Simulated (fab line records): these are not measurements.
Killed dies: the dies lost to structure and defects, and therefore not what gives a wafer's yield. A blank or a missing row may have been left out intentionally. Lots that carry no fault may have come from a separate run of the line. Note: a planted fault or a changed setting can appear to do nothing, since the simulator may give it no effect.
Which of the tools did it? :: flow n5-finfet :: 6 lots with 18 wafers sampled at 2 steps, on a route of 1938 steps

== WHAT THE GAUGES SHOWED, per wafer ==
N5_PASSIVATION_OVL_MEAS_63.
lot: L207
measured: day 12 03:23
on: overlay-02
PAD_OVL (nm): -8 -1 -7

lot: L211
measured: day 13 23:32
on: overlay-02
PAD_OVL (nm): 3 7 -3

lot: L219
measured: day 14 12:44
on: overlay-02
PAD_OVL (nm): -3 1 -7

lot: L224
measured: day 16 09:14
on: overlay-02
PAD_OVL (nm): -5 -5 0

lot: L226
measured: day 17 02:38
on: overlay-01
PAD_OVL (nm): -3 -7 -7

lot: L229
measured: day 17 13:53
on: overlay-02
PAD_OVL (nm): -9 -8 -5

== WHICH TOOL RAN EACH LOT (tool, then ch and the chambers of the sampled wafers, then the start) ==
lot: L207
N5_PMOS_HMC_CHANNEL_EPI_STRIP_17: wet-bench-02 ch 0,2,3, day 2 02:29

lot: L211
N5_PMOS_HMC_CHANNEL_EPI_STRIP_17: wet-bench-06 ch 0,1,7, day 2 23:47

lot: L219
N5_PMOS_HMC_CHANNEL_EPI_STRIP_17: wet-bench-04 ch 0,3,7, day 4 23:08

lot: L224
N5_PMOS_HMC_CHANNEL_EPI_STRIP_17: wet-bench-04 ch 0,3,4, day 6 05:56

lot: L226
N5_PMOS_HMC_CHANNEL_EPI_STRIP_17: wet-bench-06 ch 2,6,7, day 6 17:41

lot: L229
N5_PMOS_HMC_CHANNEL_EPI_STRIP_17: wet-bench-06 ch 0,2,7, day 7 11:58
- N5_PMOS_HMC_CHANNEL_EPI_STRIP_17: strips in SPM, time 750 s.

== THE ANSWER, worked out from the rows above alone ==
Rule: usual is defined by the lots themselves. Put in order of their means at a reading, lots are off if they are a third of the lots or fewer, leave a main group of 4 or more, and stand apart from it by a gap of 3 or more times the standard deviation of the main group's means; of several such gaps the widest counts. If all means in a main group match to the digits the tables above print for the reading, that group is not used. Also off: a lot with no number at a reading for which 4 or more lots have one. Where the step has rows for the other lots, those lots are counted as sound.
Off: at N5_PASSIVATION_OVL_MEAS_63 (PAD_OVL), L211. Main group: mean -5 nm, sd 1.6.
A tool fits if, at a process step before that reading, it ran every lot that is off, and no sound lot after the first of them. Gauges at N5_PASSIVATION_OVL_MEAS_63: tried the same way as those tools. None of those tried fits.

== WHAT WAS PUT IN BY THE SIMULATOR ==
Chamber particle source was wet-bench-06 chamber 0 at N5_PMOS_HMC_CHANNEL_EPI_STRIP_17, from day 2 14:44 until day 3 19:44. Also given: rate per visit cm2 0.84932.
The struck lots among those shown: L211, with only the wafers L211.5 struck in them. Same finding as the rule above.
